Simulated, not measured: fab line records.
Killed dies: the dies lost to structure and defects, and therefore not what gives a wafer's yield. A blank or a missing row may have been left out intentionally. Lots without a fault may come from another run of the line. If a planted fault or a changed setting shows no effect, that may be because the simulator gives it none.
fab line records :: flow n5Finfet
record
  lots=4
  wafers=12
  lastDay=19
route steps=1938 shown BEOL_M4@1103 BEOL_M5@1112 PASSIVATION@1936
lots with no fault: from the same line, run without faults
startH: start of the lot's first displayed wafer, in hours after the record's first day :: waitH: hours elapsed since this lot's preceding step :: " identical to the entry in the row above :: L1.1+2: a single row standing in for several wafers :: - value missing, or start not given :: * or withheld: withheld :: < > ~ a bound
route shown NAME@n: a module of which the file shows steps, and the number in the route of the first :: usual: mean and standard deviation over wafers with no fault :: same: alike in all rows :: chamber/n: place in a boat :: sites: each site's reading :: _std_site: their standard deviation :: _edge_site: the outer-site mean with the inner-site mean subtracted :: radiusMm: how far each site lies from the wafer's centre :: mask NAME#n: copy n :: behind: tool/chamber where the wafer was last shaped :: hold: cause of the lot's hold/its duration in hours/its outcome :: device: the n, p or np transistor that did not switch :: end of line: tests of these same wafers at the route's end :: step lacking rows: just its recipe :: killed: count of dies lost to structure and defects at first sort (not the wafer's yield) :: map: a wafer's dies, x killed, . not, _ none there
set.NAME: the setting the step ran with; set.NAME@STEP: the setting that earlier step ran with :: model.NAME: the simulator's own value behind a step, which no gauge read
lots at some steps of the route; a table a step, a row a wafer
services: the hour from which a tool's chamber was out of use, counted from the record's first day as startH (under 0 if before that day), plus the number of hours and why
## steps
# step N5_BEOL_M4_CMP_52
# recipe
  stopOn=SiOC
  tOverpolishS=6.8
  downForcePsi=1
  platenRpm=50
  clearingPlatenDownForcePsi=1.5
  clearingPlatenRpm=50
  postCmpClean=cuAlkaline
  targetThkNm=40
  clearingPlatenPadVelocityMS=0.99484
  padVelocityMS=0.99484
# step N5_BEOL_M4_PRE_CLEAN_60
# recipe
  gas=NH3/H2
  timeS=15
  tempC=*
  rfPowerW=300
# step N5_BEOL_M4_CO_CAP_55
# recipe
  material=Co
  targetThkA=20
  tempC=200
  precursor=CCTBA/H2
  pressureTorr=30
  timeS=102.1
# step N5_BEOL_M4_PRE_CLEAN_56
# recipe
  gas=NH3
  timeS=15
  tempC=withheld
  rfPowerW=300
# step N5_BEOL_M4_DEP_57
# recipe
  material=SiCN
  targetThkA=80
  tempC=withheld
  precursor=3MS/NH3
  pressureTorr=3
  rfW=202
  timeS=14
# step N5_BEOL_M5_ILD_DEP_00
# recipe
  material=SiCOH_lowk
  targetThkA=1406.4
  tempC=300
  precursor=DEMS/porogen
  pressureTorr=5
  rfW=500
  timeS=25.9
# step N5_BEOL_M5_CURE_79
# recipe
  tempC=385
  timeS=240
  ambient=He/Ar
  material=SiCOH_lowk
# step N5_BEOL_M5_PECVD_70
# recipe
  material=SiO2
  targetThkA=160
  tempC=400
  precursor=TEOS/O2
  pressureTorr=5.5
  rfW=450
  teosFlowSccm=53.8
  gas=O2
  flowSccm=3000
  timeS=18
# usual
  heaterPowerW=709/83
  rfFwdPowerW=445.2/1.8
  showerheadPlenumPTorr=8.79/0.05
  susceptorTempC=399.98/0.22
  throttleValvePct=22.4/1.3
lot.wafer: L601.1
tool: pecvd-04
chamber: 1
startH: 210.91
waitH: 0.0
heaterPowerW: 631
rfFwdPowerW: 444.5
showerheadPlenumPTorr: 8.79
susceptorTempC: 400.04
throttleValvePct: 21.9
model.SiO2_of_BEOL_M5_PECVD_70.thkNm: 16

lot.wafer: L601.2
tool: pecvd-04
chamber: 0
startH: 210.91
waitH: 0.0
heaterPowerW: 610
rfFwdPowerW: 440.9
showerheadPlenumPTorr: 8.82
susceptorTempC: 400.19
throttleValvePct: 21.7
model.SiO2_of_BEOL_M5_PECVD_70.thkNm: 15.6

lot.wafer: L601.3
tool: pecvd-04
chamber: 2
startH: 210.91
waitH: 0.0
heaterPowerW: 619
rfFwdPowerW: 443.2
showerheadPlenumPTorr: 8.84
susceptorTempC: 400.01
throttleValvePct: 22.1
model.SiO2_of_BEOL_M5_PECVD_70.thkNm: 15.4

lot.wafer: L610.4
tool: pecvd-04
chamber: 0
startH: 278.50
waitH: 0.1
heaterPowerW: 568
rfFwdPowerW: 442.1
showerheadPlenumPTorr: 8.84
susceptorTempC: 403.50
throttleValvePct: 21.7
model.SiO2_of_BEOL_M5_PECVD_70.thkNm: 16

lot.wafer: L610.5
tool: pecvd-04
chamber: 1
startH: 278.50
waitH: 0.1
heaterPowerW: 716
rfFwdPowerW: 445.2
showerheadPlenumPTorr: 8.79
susceptorTempC: 403.84
throttleValvePct: 21.9
model.SiO2_of_BEOL_M5_PECVD_70.thkNm: 15.8

lot.wafer: L610.6
tool: pecvd-04
chamber: 2
startH: 278.50
waitH: 0.1
heaterPowerW: 688
rfFwdPowerW: 445.6
showerheadPlenumPTorr: 8.81
susceptorTempC: 403.36
throttleValvePct: 22.5
model.SiO2_of_BEOL_M5_PECVD_70.thkNm: 15.4

lot.wafer: L612.2
tool: pecvd-04
chamber: 2
startH: 283.79
waitH: 0.0
heaterPowerW: 673
rfFwdPowerW: 444.0
showerheadPlenumPTorr: 8.83
susceptorTempC: 403.65
throttleValvePct: 22.6
model.SiO2_of_BEOL_M5_PECVD_70.thkNm: 15.6

lot.wafer: L612.5
tool: pecvd-04
chamber: 0
startH: 283.79
waitH: 0.0
heaterPowerW: 603
rfFwdPowerW: 444.1
showerheadPlenumPTorr: 8.80
susceptorTempC: 403.60
throttleValvePct: 21.9
model.SiO2_of_BEOL_M5_PECVD_70.thkNm: 15.6

lot.wafer: L612.6
tool: pecvd-04
chamber: 2
startH: 283.79
waitH: 0.0
heaterPowerW: 660
rfFwdPowerW: 444.5
showerheadPlenumPTorr: 8.84
susceptorTempC: 403.34
throttleValvePct: 22.5
model.SiO2_of_BEOL_M5_PECVD_70.thkNm: 15.6

lot.wafer: L620.3
tool: pecvd-03
chamber: 2
startH: 336.53
waitH: 0.0
heaterPowerW: 761
rfFwdPowerW: 446.9
showerheadPlenumPTorr: 8.74
susceptorTempC: 399.90
throttleValvePct: 21.2
model.SiO2_of_BEOL_M5_PECVD_70.thkNm: 16.2

lot.wafer: L620.4
tool: pecvd-03
chamber: 2
startH: 336.53
waitH: 0.0
heaterPowerW: 745
rfFwdPowerW: 447.8
showerheadPlenumPTorr: 8.73
susceptorTempC: 400.07
throttleValvePct: 21.4
model.SiO2_of_BEOL_M5_PECVD_70.thkNm: 16

lot.wafer: L620.5
tool: pecvd-03
chamber: 0
startH: 336.53
waitH: 0.0
heaterPowerW: 734
rfFwdPowerW: 444.4
showerheadPlenumPTorr: 8.71
susceptorTempC: 400.31
throttleValvePct: 22.9
model.SiO2_of_BEOL_M5_PECVD_70.thkNm: 15.6
# step N5_BEOL_M5_HM_DEP_02
# recipe
  material=TiN
  targetThkA=200
  tempC=25
  chamberPressurePa=0.49996
# step N5_BEOL_M5_COAT_59
# recipe
  resist=SOC
  tempC=250
  timeS=60
  spinRpm=1500
  resistThkNm=60
# step N5_BEOL_M5_COAT_60
# recipe
  resist=SiARC
  tempC=220
  timeS=60
  spinRpm=1500
  resistThkNm=12
# step N5_BEOL_M5_COAT_71
# recipe
  resist=underlayer
  tempC=205
  timeS=60
  spinRpm=1500
  resistThkNm=5
# step N5_BEOL_M5_COAT_05
# recipe
  resist=CAR-EUV
  spinRpm=1500
  resistThkNm=30
# step N5_BEOL_M5_EBR_07
# recipe
  solvent=PGMEA
  ebrWidthMm=1.5
# step N5_BEOL_M5_SOFTBAKE_06
# recipe
  tempC=110
  timeS=60
  resist=CAR-EUV
# step N5_BEOL_M5_EXPOSE_08
# recipe
  maskId=M5
  na=0.33
  sourceShape=annular
  sigmaInner=0.4
  sigmaOuter=0.8
  polarization=unpolarized
  targetCdNm=28
  doseMj=35.75
# step N5_BEOL_M5_PEB_09
# recipe
  pebTempC=100
  pebTimeS=60
  resist=CAR-EUV
# step N5_BEOL_M5_DEVELOP_10
# recipe
  developTimeS=30
  developer=TMAH
  resist=CAR-EUV
  rinseLiquid=surfactantRinse
  dry=airSpin
  devTempC=23
# step N5_BEOL_M5_DESCUM_16
# recipe
  chemistry=O2
  timeS=7
  sourcePowerW=50
  biasPowerW=20
  pressureMtorr=20
  rfFrequencyHz=2.712e+07
  tempC=40
  resist=CAR-EUV
  o2FlowSccm=225
# step N5_BEOL_M5_ETCH_72
# recipe
  chemistry=N2/H2
  target=underlayer
  targetDepthA=65
  maskMaterial=CAR-EUV
  timeS=5.2
  ionEnergyEv=200
  pressureMtorr=30
  sourceW=840
  biasW=150
  n2FlowSccm=200
  h2FlowSccm=200
  ends=cleared
# step N5_BEOL_M5_ETCH_61
# recipe
  chemistry=CF4
  target=SiARC
  targetDepthA=156
  maskMaterial=CAR-EUV
  timeS=26
  ionEnergyEv=80
  pressureMtorr=40
  sourceW=545
  biasW=36
  Ar_flow_sccm=100
  cf4FlowSccm=100
  ends=cleared
# step N5_BEOL_M5_ETCH_62
# recipe
  chemistry=N2/H2
  target=SOC
  targetDepthA=750
  overetchA=150
  maskMaterial=SiARC
  tempC=40
  timeS=112.5
  ionEnergyEv=200
  pressureMtorr=30
  sourceW=840
  biasW=150
  n2FlowSccm=200
  h2FlowSccm=200
# step N5_BEOL_M5_STRIP_63
# recipe
  chemistry=N2/H2
  tempC=40
  n2FlowSccm=200
  h2FlowSccm=200
  rfFrequencyHz=6e+07
# step N5_BEOL_M5_STRIP_73
# recipe
  chemistry=N2/H2
  tempC=40
  n2FlowSccm=200
  h2FlowSccm=200
  rfFrequencyHz=6e+07
# step N5_BEOL_M5_STRIP_64
# recipe
  chemistry=CF4
  resist=SiARC
  powerW=300
  biasPowerW=75
  pressureMtorr=50
  cf4FlowSccm=150
  rfFrequencyHz=6e+07
# step N5_BEOL_M5_HM_OPEN_17
# recipe
  chemistry=Cl2/BCl3
  targetDepthA=200
  overetchA=60
  target=TiN
  maskMaterial=SOC
  ionEnergyEv=150
  pressureMtorr=10
  icpW=1000
  biasW=126
  Cl2_flow_sccm=53.25
  bcl3FlowSccm=21.75
  Ar_flow_sccm=25
# step N5_BEOL_M5_STRIP_19
# recipe
  chemistry=O2
  powerW=400
  tempC=40
  pressureMtorr=30
  rfFrequencyHz=6e+07
  biasPowerW=0
  overashFraction=0.2
  o2FlowSccm=225
# step N5_BEOL_M5_COAT_65
# recipe
  resist=SOC
  tempC=250
  timeS=60
  spinRpm=1500
  resistThkNm=60
# step N5_BEOL_M5_COAT_66
# recipe
  resist=SiARC
  tempC=220
  timeS=60
  spinRpm=1500
  resistThkNm=12
# step N5_BEOL_M5_COAT_74
# recipe
  resist=underlayer
  tempC=205
  timeS=60
  spinRpm=1500
  resistThkNm=5
# step N5_BEOL_M5_COAT_22
# recipe
  resist=CAR-EUV
  spinRpm=1500
  resistThkNm=30
# step N5_BEOL_M5_EBR_24
# recipe
  solvent=PGMEA
  ebrWidthMm=1.5
# step N5_BEOL_M5_SOFTBAKE_23
# recipe
  tempC=110
  timeS=60
  resist=CAR-EUV
# step N5_BEOL_M5_HM_STRIP_39
# recipe
  chemistry=peroxideTinStrip
  material=TiN
  targetDepthA=250
  tempC=50
  timeS=158
lot.wafer: L601.1
tool: wetBench-05
chamber: 1
startH: 214.37
waitH: 0.0
model.SiO2_of_BEOL_M5_PECVD_70.thkNm: 15.8

lot.wafer: L601.2+3
tool: wetBench-05
chamber: 0,2
startH: 214.37
waitH: 0.0
model.SiO2_of_BEOL_M5_PECVD_70.thkNm: 15.4

lot.wafer: L610.4
tool: wetBench-03
chamber: 7
startH: 281.33
waitH: 0.0
model.SiO2_of_BEOL_M5_PECVD_70.thkNm: 15.8

lot.wafer: L610.5
tool: wetBench-03
chamber: 5
startH: 281.33
waitH: 0.0
model.SiO2_of_BEOL_M5_PECVD_70.thkNm: 15.6

lot.wafer: L610.6
tool: wetBench-03
chamber: 3
startH: 281.33
waitH: 0.0
model.SiO2_of_BEOL_M5_PECVD_70.thkNm: 15.4

lot.wafer: L612.2+5+6
tool: wetBench-01
chamber: 0,5,1
startH: 287.26
waitH: 0.0
model.SiO2_of_BEOL_M5_PECVD_70.thkNm: 15.4

lot.wafer: L620.3
tool: wetBench-03
chamber: 5
startH: 345.24
waitH: 0.0
model.SiO2_of_BEOL_M5_PECVD_70.thkNm: 16

lot.wafer: L620.4
tool: wetBench-03
chamber: 6
startH: 345.24
waitH: 0.0
model.SiO2_of_BEOL_M5_PECVD_70.thkNm: 15.8

lot.wafer: L620.5
tool: wetBench-03
chamber: 4
startH: 345.24
waitH: 0.0
model.SiO2_of_BEOL_M5_PECVD_70.thkNm: 15.4
# step N5_PASSIVATION_PROBE_49
# usual
  defectLimitedYield=91.3/1.3
  killed_at_M0_to_M3=34/9.1
  killed_at_M4_up=14/5.6
  killedAtContacts=13/5.9
  killedAtFrontEnd=39/11
  killedAtOther=3.6/3
  killedDies=102/16
  killedOpen=68/12
  killedShort=33/7.3
  sort_bin_4_leakage=0.00/0.01
  sort_bin_5_function=5.2/0.89
  sort_bin_6_memory=3.2/0.68
  sortNPass=1078/16
  sortYieldPct=91.3/1.3
# same
  grossDies=1180
  killedAtBackSide=0
  sort_bin_8_speed[%]=0
lot.wafer: L601.1
tool: prober-01
chamber: -
startH: 317.54
waitH: 0.0
defectLimitedYield[%]: 93.5
killed_at_M0_to_M3: 20
killed_at_M4_up: 9
killedAtContacts: 14
killedAtFrontEnd: 32
killedAtOther: 2
killedDies: 77
killedOpen: 57
killedShort: 20
sort_bin_4_leakage[%]: 0
sort_bin_5_function[%]: 4.4
sort_bin_6_memory[%]: 2.0
sortNPass: 1103
sortYieldPct[%]: 93.5

lot.wafer: L601.2
tool: prober-01
chamber: -
startH: 317.59
waitH: 0.1
defectLimitedYield[%]: 93.1
killed_at_M0_to_M3: 33
killed_at_M4_up: 9
killedAtContacts: 15
killedAtFrontEnd: 24
killedAtOther: 0
killedDies: 81
killedOpen: 58
killedShort: 23
sort_bin_4_leakage[%]: 0
sort_bin_5_function[%]: 3.8
sort_bin_6_memory[%]: 3.0
sortNPass: 1099
sortYieldPct[%]: 93.1

lot.wafer: L601.3
tool: prober-01
chamber: -
startH: 317.64
waitH: 0.1
defectLimitedYield[%]: 90.6
killed_at_M0_to_M3: 42
killed_at_M4_up: 8
killedAtContacts: 15
killedAtFrontEnd: 40
killedAtOther: 6
killedDies: 111
killedOpen: 58
killedShort: 53
sort_bin_4_leakage[%]: 0
sort_bin_5_function[%]: 5.4
sort_bin_6_memory[%]: 3.3
sortNPass: 1069
sortYieldPct[%]: 90.6
# killed by level:class
L601.1 FIN_SAQP:geometricParticle:open=13 MOL_CONTACT_COAG:geometricParticle:open=10 BEOL_M0_SAQP:geometricParticle:short=6 BEOL_M4:geometricParticle:open=5 BEOL_M2:geometricParticle:open=5 MOL_CONTACT_COAG:geometricParticle:short=4 BEOL_M1:geometricParticle:open=4 DUMMY_GATE:geometricParticle:open=3
L601.2 MOL_CONTACT_COAG:geometricParticle:open=15 BEOL_M0_SAQP:geometricParticle:open=10 BEOL_M0_SAQP:geometricParticle:short=7 BEOL_M1:geometricParticle:open=6 FIN_SAQP:geometricParticle:short=5 FIN_SAQP:geometricParticle:open=5 BEOL_M2:geometricParticle:open=4 BEOL_M4:geometricParticle:open=3
L601.3 BEOL_M0_SAQP:geometricParticle:short=17 FIN_SAQP:geometricParticle:short=15 MOL_CONTACT_COAG:geometricParticle:open=11 DUMMY_GATE:geometricParticle:open=9 BEOL_M0_SAQP:geometricParticle:open=8 BEOL_M2:geometricParticle:open=5 BEOL_M6:geometricParticle:open=5 FIN_SAQP:geometricParticle:open=4
## services
tool: pecvd-04
chamber: -
startH: 222.57
hours: 1.0
kind: repair

tool: pecvd-03
chamber: 0
startH: 230.83
hours: 2.1
kind: scheduledDown

tool: pecvd-03
chamber: -
startH: 240.43
hours: 0.4
kind: repair

tool: wetBench-03
chamber: -
startH: 282.90
hours: 3.0
kind: repair

tool: pecvd-04
chamber: 2
startH: 295.10
hours: 2.1
kind: scheduledDown

tool: pecvd-03
chamber: -
startH: 304.54
hours: 5.5
kind: pm

tool: pecvd-03
chamber: -
startH: 332.36
hours: 0.8
kind: pm

tool: pecvd-03
chamber: 2
startH: 337.88
hours: 15.0
kind: repair
## key
firstSign
  step=N5_BEOL_M5_PECVD_70
  reading=susceptorTempC
  direction=up
  sigmas=16
  usual=*
  struck=*
effect none on later readings
modelEffect
  step=N5_BEOL_M5_PECVD_70
  value=SiO2_of_BEOL_M5_PECVD_70.thkNm
  without=16.07
  struck=15.67
modelEffect
  step=N5_BEOL_M5_HM_STRIP_39
  value=SiO2_of_BEOL_M5_PECVD_70.thkNm
  without=15.9
  struck=15.5
metAt N5_BEOL_M5_PECVD_70
struckWafers L610.4,L610.5,L610.6,L612.2,L612.5,L612.6
onsetBetween 210.91 278.50
fault
  kind=processParameterDrift
  tool=pecvd-04
  chamber=-
  onsetH=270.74
  steps=N5_BEOL_M5_PECVD_70
  channel=tempC
  offset=*
  shape=step
  endH=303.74
  actsIn=*
  stated=*
